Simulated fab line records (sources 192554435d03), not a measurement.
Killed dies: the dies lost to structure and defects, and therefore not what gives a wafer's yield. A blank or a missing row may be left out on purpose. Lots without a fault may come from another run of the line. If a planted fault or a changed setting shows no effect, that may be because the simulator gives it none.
Which tool is to blame?	flow n5Finfet	20 lots with 60 wafers sampled at 6 steps, on a route of 1938 steps

== WHAT EACH GAUGE READ, for each wafer ==
The record lacks any reading of a measuring or inspecting step that a usual standard deviation could be used to judge.

== EACH LOT AND THE TOOL THAT RAN IT (in order: tool; ch and the chambers of the sampled wafers; start) ==
lot	N5_WELL_APT_DESCUM_13	N5_PMOS_HMC_CHANNEL_EPI_HM_DEP_34	N5_PMOS_HMC_CHANNEL_EPI_CMP_21	N5_FIN_SAQP_ETCH_51	N5_FIN_SAQP_MANDREL1_REMOVE_56	N5_FIN_SAQP_SPACER2_ETCHBACK_29
L074	rieDiel-06 ch 0,2,3, day 1 14:10	pecvd-02 ch 0,2, day 1 17:23	cmp-04 ch 0,1,3, day 1 19:59	rieDiel-03 ch 0,2,3, day 1 22:17	rieSi-02 ch 1,2,3, day 2 00:21	rieDiel-06 ch 1,2,3, day 2 01:49
L075	rieDiel-06 ch 1,3, day 1 19:53	pecvd-02 ch 0,2, day 1 22:55	cmp-02 ch 0,2, day 2 01:46	rieDiel-02 ch 0,3, day 2 05:45	rieSi-02 ch 0,1,2, day 2 07:58	rieDiel-03 ch 1,3, day 2 09:25
L077	rieDiel-06 ch 1,2,3, day 2 07:50	pecvd-03 ch 0,2, day 2 10:46	cmp-02 ch 0,2,3, day 2 16:00	rieDiel-02 ch 0,2, day 2 18:16	rieSi-01 ch 0,3, day 2 20:30	rieDiel-06 ch 0,1,3, day 2 22:22
L078	rieDiel-03 ch 0,1,3, day 2 14:08	pecvd-03 ch 0,1,2, day 2 17:08	cmp-04 ch 0,1,2, day 2 20:40	rieDiel-03 ch 1,3, day 2 22:53	rieSi-06 ch 0,3, day 3 01:07	rieDiel-02 ch 0,1,2, day 3 03:26
L079	rieDiel-02 ch 0,1,2, day 2 20:06	pecvd-04 ch 0,1,2, day 2 23:02	cmp-02 ch 0,3, day 3 01:22	rieDiel-02 ch 1,3, day 3 04:23	rieSi-06 ch 0,2,3, day 3 06:56	rieDiel-02 ch 1,3, day 3 08:24
L080	rieDiel-02 ch 0,2, day 3 01:57	pecvd-04 ch 0, day 3 04:52	cmp-04 ch 0,2,3, day 3 07:44	rieDiel-03 ch 0,2,3, day 3 10:57	rieSi-06 ch 0,2, day 3 12:55	rieDiel-03 ch 1,2,3, day 3 15:27
L081	rieDiel-02 ch 2,3, day 3 07:54	pecvd-02 ch 0,2, day 3 11:32	cmp-04 ch 0,1,2, day 3 13:56	rieDiel-02 ch 1,3, day 3 17:07	rieSi-01 ch 0,1,3, day 3 19:22	rieDiel-03 ch 1,2,3, day 3 21:04
L082	rieDiel-06 ch 0,2,3, day 3 13:46	pecvd-02 ch 1,2, day 3 16:43	cmp-03 ch 0,1,2, day 3 19:42	rieDiel-02 ch 0,1,2, day 3 22:08	rieSi-02 ch 0,3, day 4 00:37	rieDiel-06 ch 1,2,3, day 4 02:26
L083	rieDiel-06 ch 0,1,3, day 3 19:59	pecvd-04 ch 0,1, day 3 23:02	cmp-03 ch 0,1,2, day 4 01:56	rieDiel-03 ch 1,2,3, day 4 04:20	rieSi-01 ch 1,3, day 4 07:05	rieDiel-02 ch 0,1,2, day 4 08:54
L085	rieDiel-03 ch 0,1,3, day 4 07:59	pecvd-03 ch 0,1, day 4 11:42	cmp-02 ch 1,3, day 4 15:02	rieDiel-06 ch 0,2, day 4 18:18	rieSi-06 ch 1,2,3, day 4 21:22	rieDiel-03 ch 1,2,3, day 5 00:44
L086	rieDiel-02 ch 0,1,2, day 4 13:49	pecvd-03 ch 1,2, day 4 17:02	cmp-04 ch 0,1,3, day 4 19:58	rieDiel-03 ch 0,1,3, day 4 23:05	rieSi-06 ch 1,2,3, day 5 01:16	rieDiel-06 ch 0,1,2, day 5 02:52
L088	rieDiel-06 ch 2,3, day 5 02:25	pecvd-03 ch 0,2, day 5 05:26	cmp-04 ch 0,2,3, day 5 08:46	rieDiel-03 ch 0,1,3, day 5 12:19	rieSi-01 ch 0,2,3, day 5 14:26	rieDiel-06 ch 0,1, day 5 16:13
L089	rieDiel-02 ch 0,2,3, day 5 08:18	pecvd-02 ch 0,1, day 5 11:16	cmp-02 ch 0,1,3, day 5 13:38	rieDiel-02 ch 1,2,3, day 5 15:58	rieSi-06 ch 1,2,3, day 5 18:15	rieDiel-06 ch 1,2,3, day 5 20:20
L090	rieDiel-02 ch 2,3, day 5 13:52	pecvd-03 ch 1,2, day 5 16:47	cmp-03 ch 0,1,3, day 5 19:34	rieDiel-03 ch 0,2, day 5 21:47	rieSi-02 ch 0,1, day 5 23:53	rieDiel-03 ch 0,2,3, day 6 02:17
L091	rieDiel-06 ch 0,2,3, day 5 20:07	pecvd-02 ch 0,1, day 5 23:16	cmp-02 ch 0,1, day 6 02:22	rieDiel-03 ch 0,2, day 6 04:57	rieSi-02 ch 1,2,3, day 6 07:20	rieDiel-02 ch 2,3, day 6 09:17
L092	rieDiel-06 ch 0,1, day 6 01:57	pecvd-02 ch 0,1, day 6 05:23	cmp-04 ch 0,3, day 6 08:18	rieDiel-02 ch 1,3, day 6 10:52	rieSi-02 ch 2,3, day 6 13:10	rieDiel-02 ch 1,2,3, day 6 15:18
L093	rieDiel-06 ch 0,2,3, day 6 07:49	pecvd-04 ch 0,1, day 6 10:44	cmp-03 ch 1,2, day 6 13:38	rieDiel-03 ch 0,3, day 6 16:02	rieSi-01 ch 1,3, day 6 18:18	rieDiel-02 ch 1,2,3, day 6 20:08
L094	rieDiel-02 ch 1,2,3, day 6 13:54	pecvd-02 ch 0,1,2, day 6 17:08	cmp-03 ch 0,2,3, day 6 19:55	rieDiel-03 ch 0,1,2, day 6 22:10	rieSi-01 ch 1,2, day 7 00:04	rieDiel-02 ch 1,2, day 7 02:08
L095	rieDiel-03 ch 0,2,3, day 6 20:25	pecvd-02 ch 0,1,2, day 6 23:20	cmp-04 ch 1,2,3, day 7 01:48	rieDiel-06 ch 0,2,3, day 7 03:57	rieSi-01 ch 0,1,3, day 7 05:50	rieDiel-02 ch 0,1,3, day 7 07:17
L097	rieDiel-03 ch 1,2, day 7 07:47	pecvd-02 ch 0,1,2, day 7 11:04	cmp-03 ch 1,2,3, day 7 13:37	rieDiel-03 ch 1,2, day 7 16:00	rieSi-01 ch 1,2,3, day 7 18:01	rieDiel-02 ch 1,2, day 7 19:45
- N5_WELL_APT_DESCUM_13: chemistry O2, time 7.9 s.
- N5_PMOS_HMC_CHANNEL_EPI_HM_DEP_34: deposits SiO2 from TEOS/O2, target thk 36 nm, time 6.9 s.
- N5_PMOS_HMC_CHANNEL_EPI_CMP_21: polishes SiGe30, target thk 54 nm.
- N5_FIN_SAQP_ETCH_51: etches SiARC in CF4, target depth 45.5 nm, time 75.8 s.
- N5_FIN_SAQP_MANDREL1_REMOVE_56: chemistry HBr/Cl2/O2, target a-Si, stops on SiNx, bt time 10 s.
- N5_FIN_SAQP_SPACER2_ETCHBACK_29: etches SiO2 in CHF3/O2, target depth 12.2 nm, time 6.1 s.

== AS READ BY THE TOOLS THEMSELVES (means over the sampled wafers that have a number; for cases with no such wafer, the mark the record gives instead) ==
N5_WELL_APT_DESCUM_13. Usual: drypumpMotorCurrentA 5.8 A, standard deviation 0.54; o2FlowSccm 225.1 sccm, standard deviation 0.68; oesProductAu 0.73 a.u., standard deviation 0.032; rfVppV 243.5 V, standard deviation 1.5; showerheadPlenumPTorr 2.11 Torr, standard deviation 0.078; throttleValvePct 20.41 %, standard deviation 0.22.
lot	tool	drypumpMotorCurrentA (A)	o2FlowSccm (sccm)	oesProductAu (a.u.)	rfVppV (V)	showerheadPlenumPTorr (Torr)	throttleValvePct (%)	flag
L074	rieDiel-06	6.3	224.6	0.76	244.5	2.17	20.34	
L075	rieDiel-06	5.7	225.2	0.73	245.1	2.19	20.37	
L077	rieDiel-06	6.0	224.9	0.74	244.3	2.18	20.39	
L078	rieDiel-03	5.6	225.0	0.74	243.1	2.10	20.52	
L079	rieDiel-02	5.6	224.8	0.72	242.8	2.06	20.42	
L080	rieDiel-02	5.5	224.7	0.70	243.5	2.05	20.27	
L081	rieDiel-02	5.6	225.5	0.74	242.9	2.05	20.27	
L082	rieDiel-06	6.2	224.8	0.74	244.1	2.17	20.38	
L083	rieDiel-06	6.0	225.1	0.74	244.5	2.17	20.35	
L085	rieDiel-03	5.6	225.1	0.73	243.6	2.09	20.52	
L086	rieDiel-02	5.6	224.5	0.72	242.7	2.05	20.43	
L088	rieDiel-06	6.6	225.6	0.73	244.2	2.16	20.34	
L089	rieDiel-02	5.9	225.3	0.71	242.7	2.02	20.21	
L090	rieDiel-02	5.6	225.6	0.71	243.1	2.05	20.30	
L091	rieDiel-06	6.3	225.0	0.73	245.1	2.16	20.40	
L092	rieDiel-06	5.4	224.8	0.72	245.3	2.18	20.49	
L093	rieDiel-06	6.3	225.3	0.72	244.3	2.16	20.40	
L094	rieDiel-02	5.7	225.4	0.72	242.8	2.05	20.45	
L095	rieDiel-03	5.5	225.1	0.69	241.8	2.02	20.35	
L097	rieDiel-03	5.8	224.4	0.76	244.0	2.13	20.74	

N5_PMOS_HMC_CHANNEL_EPI_HM_DEP_34. Usual: heaterPowerW 583 W, standard deviation 95; showerheadPlenumPTorr 8.34 Torr, standard deviation 0.044; susceptorTempC 399.99 C, standard deviation 0.25; throttleValvePct 18.6 %, standard deviation 1.
lot	tool	heaterPowerW (W)	showerheadPlenumPTorr (Torr)	susceptorTempC (C)	throttleValvePct (%)	flag
L074	pecvd-02	718	8.29	399.85	18.9	
L075	pecvd-02	660	8.29	399.80	19.0	
L077	pecvd-03	531	8.35	400.07	18.7	
L078	pecvd-03	529	8.35	399.94	18.0	
L079	pecvd-04	478	8.34	399.88	19.1	
L080	pecvd-04	446	8.33	399.88	19.1	
L081	pecvd-02	706	8.34	400.04	19.3	
L082	pecvd-02	681	8.32	400.01	18.9	
L083	pecvd-04	511	8.36	399.70	18.2	
L085	pecvd-03	462	8.32	400.06	18.6	
L086	pecvd-03	581	8.34	399.96	17.0	
L088	pecvd-03	565	8.35	400.24	17.6	
L089	pecvd-02	664	8.38	399.88	19.2	
L090	pecvd-03	610	8.32	399.79	17.5	
L091	pecvd-02	642	8.38	400.15	18.9	
L092	pecvd-02	653	8.39	400.23	18.8	
L093	pecvd-04	419	8.36	400.00	18.7	
L094	pecvd-02	636	8.34	400.19	18.9	
L095	pecvd-02	628	8.33	399.98	18.9	
L097	pecvd-02	645	8.33	400.13	19.0	

N5_PMOS_HMC_CHANNEL_EPI_CMP_21. Usual: 12.2 A for motorCurrentA, sd 1.3.
lot	tool	motorCurrentA (A)	flag
L074	cmp-04	12.1	
L075	cmp-02	13.2	
L077	cmp-02	13.7	
L078	cmp-04	11.0	
L079	cmp-02	13.4	
L080	cmp-04	12.8	
L081	cmp-04	11.1	
L082	cmp-03	11.2	
L083	cmp-03	10.9	
L085	cmp-02	13.4	
L086	cmp-04	11.9	
L088	cmp-04	12.3	
L089	cmp-02	13.8	
L090	cmp-03	11.2	
L091	cmp-02	13.0	
L092	cmp-04	12.3	
L093	cmp-03	11.3	
L094	cmp-03	11.6	
L095	cmp-04	12.3	
L097	cmp-03	11.7	

N5_FIN_SAQP_ETCH_51. Usual: biasW 36.00 W, standard deviation 0.11; cf4FlowSccm 100.0 sccm, standard deviation 0.37; drypumpMotorCurrentA 5.7 A, standard deviation 0.52; etchRfOnTimeS 75.4 s, standard deviation 1.7; oesProductAu 0.63 a.u., standard deviation 0.044; rfVppV 183.8 V, standard deviation 1.1; showerheadPlenumPTorr 2.13 Torr, standard deviation 0.076; throttleValvePct 15.65 %, standard deviation 0.21.
lot	tool	biasW (W)	cf4FlowSccm (sccm)	drypumpMotorCurrentA (A)	etchRfOnTimeS (s)	oesProductAu (a.u.)	rfVppV (V)	showerheadPlenumPTorr (Torr)	throttleValvePct (%)	flag
L074	rieDiel-03	35.94	99.9	5.5	75.0	0.63	182.1	2.08	15.54	
L075	rieDiel-02	36.06	99.9	6.3	74.6	0.64	183.3	2.06	15.31	
L077	rieDiel-02	35.94	99.9	5.8	75.3	0.61	182.6	2.07	15.47	
L078	rieDiel-03	36.07	99.1	6.0	72.9	0.69	184.9	2.17	15.78	
L079	rieDiel-02	36.07	99.9	5.8	76.4	0.65	183.7	2.11	15.68	
L080	rieDiel-03	35.98	100.2	5.5	76.2	0.62	183.4	2.08	15.56	
L081	rieDiel-02	35.97	99.6	5.8	76.6	0.65	183.5	2.11	15.68	
L082	rieDiel-02	36.02	100.2	5.6	75.5	0.62	183.9	2.10	15.65	
L083	rieDiel-03	36.10	99.8	5.9	74.9	0.66	183.5	2.11	15.67	
L085	rieDiel-06	36.08	100.2	6.0	75.8	0.64	185.2	2.21	15.66	
L086	rieDiel-03	35.97	100.0	5.6	75.2	0.63	184.0	2.13	15.72	
L088	rieDiel-03	35.88	99.6	5.7	74.6	0.63	184.6	2.13	15.73	
L089	rieDiel-02	35.99	99.9	5.6	76.1	0.62	183.8	2.11	15.67	
L090	rieDiel-03	36.05	100.0	5.4	76.2	0.62	183.1	2.08	15.61	
L091	rieDiel-03	36.02	100.1	5.1	76.4	0.60	183.4	2.10	15.66	
L092	rieDiel-02	35.97	99.9	6.1	76.5	0.63	183.1	2.07	15.55	
L093	rieDiel-03	35.98	99.8	5.3	75.9	0.59	183.9	2.09	15.66	
L094	rieDiel-03	36.04	100.1	5.5	75.0	0.63	183.3	2.14	15.76	
L095	rieDiel-06	35.91	99.8	6.3	76.7	0.61	183.6	2.21	15.68	
L097	rieDiel-03	36.01	99.9	5.7	74.8	0.64	184.1	2.11	15.74	

N5_FIN_SAQP_MANDREL1_REMOVE_56. Usual: biasW 22.00 W, standard deviation 0.07; drypumpMotorCurrentA 5.6 A, standard deviation 0.46; oesProductAu 0.993 a.u., standard deviation 0.014; throttleValvePct 36.58 %, standard deviation 0.3.
lot	tool	biasW (W)	drypumpMotorCurrentA (A)	oesProductAu (a.u.)	throttleValvePct (%)	flag
L074	rieSi-02	22.01	5.6	0.995	36.90	
L075	rieSi-02	22.04	5.5	0.990	36.62	
L077	rieSi-01	21.96	5.8	0.993	36.55	
L078	rieSi-06	22.04	6.0	1.002	36.79	
L079	rieSi-06	21.94	5.9	1.004	36.57	
L080	rieSi-06	21.99	5.8	0.995	36.32	
L081	rieSi-01	21.98	6.0	0.985	36.47	
L082	rieSi-02	21.98	5.6	0.996	36.85	
L083	rieSi-01	22.00	5.8	1.001	36.56	
L085	rieSi-06	22.02	5.7	1.015	36.67	
L086	rieSi-06	22.02	5.7	1.003	36.66	
L088	rieSi-01	22.02	5.5	0.987	36.57	
L089	rieSi-06	21.93	5.7	1.001	36.67	
L090	rieSi-02	21.97	5.5	0.988	36.32	
L091	rieSi-02	21.97	5.6	0.990	36.90	
L092	rieSi-02	21.95	5.6	0.999	37.16	
L093	rieSi-01	22.04	5.8	0.992	36.56	
L094	rieSi-01	22.08	5.1	0.993	36.61	
L095	rieSi-01	22.00	6.0	0.981	36.48	
L097	rieSi-01	21.99	5.5	0.997	36.59	

N5_FIN_SAQP_SPACER2_ETCHBACK_29. Usual: biasW 170.0 W (standard deviation 0.5); drypumpMotorCurrentA 5.8 A (standard deviation 0.5); oes_ar_750_au 0.74 a.u. (standard deviation 0.053); oesProductAu 0.74 a.u. (standard deviation 0.058); rfVppV 523 V (standard deviation 9.3); showerheadPlenumPTorr 2.41 Torr (standard deviation 0.086); throttleValvePct 18.87 % (standard deviation 0.23).
lot	tool	biasW (W)	drypumpMotorCurrentA (A)	oes_ar_750_au (a.u.)	oesProductAu (a.u.)	rfVppV (V)	showerheadPlenumPTorr (Torr)	throttleValvePct (%)	flag
L074	rieDiel-06	170.2	6.1	0.74	0.73	525	2.51	18.83	
L075	rieDiel-03	169.9	6.0	0.80	0.80	525	2.46	19.10	
L077	rieDiel-06	170.0	6.0	0.74	0.75	530	2.50	18.87	
L078	rieDiel-02	169.9	5.6	0.73	0.73	522	2.37	18.91	
L079	rieDiel-02	169.8	5.8	0.76	0.76	518	2.36	18.94	
L080	rieDiel-03	170.2	5.9	0.77	0.77	519	2.38	18.93	
L081	rieDiel-03	170.1	5.9	0.76	0.76	519	2.37	18.93	
L082	rieDiel-06	170.2	6.1	0.73	0.72	526	2.50	18.86	
L083	rieDiel-02	170.1	5.6	0.72	0.72	522	2.36	18.92	
L085	rieDiel-03	169.8	5.9	0.76	0.75	519	2.37	18.94	
L086	rieDiel-06	169.7	5.8	0.73	0.73	531	2.49	18.89	
L088	rieDiel-06	170.3	5.4	0.73	0.74	524	2.49	18.91	
L089	rieDiel-06	170.0	6.1	0.72	0.71	527	2.49	18.87	
L090	rieDiel-03	169.6	5.5	0.71	0.70	518	2.32	18.79	
L091	rieDiel-02	169.6	6.0	0.73	0.73	518	2.33	18.70	
L092	rieDiel-02	169.9	5.7	0.72	0.72	518	2.36	18.90	
L093	rieDiel-02	170.3	5.7	0.72	0.72	519	2.36	18.90	
L094	rieDiel-02	169.7	5.3	0.71	0.70	521	2.39	19.05	
L095	rieDiel-02	170.1	6.0	0.81	0.82	522	2.42	18.69	
L097	rieDiel-02	169.9	5.3	0.71	0.71	521	2.39	19.06	

== THE ANSWER, worked out from the rows above alone ==
Rule: lot off if the mean of its wafers having a number is beyond 3 standard deviations from the usual mean. A lot without any number at a reading at which 4 lots or more have one is off too. All remaining lots with rows at the step are treated as sound. First the gauges in route order, then the tools' own readings, where a lot's mean is used as printed above. The first step at which some lot is off is used, and at that step the reading that is off furthest; a lot without a number counts as furthest.
Nothing can be told from this: no lot is off at any reading shown.

== WHAT THE SIMULATOR HAD INSERTED ==
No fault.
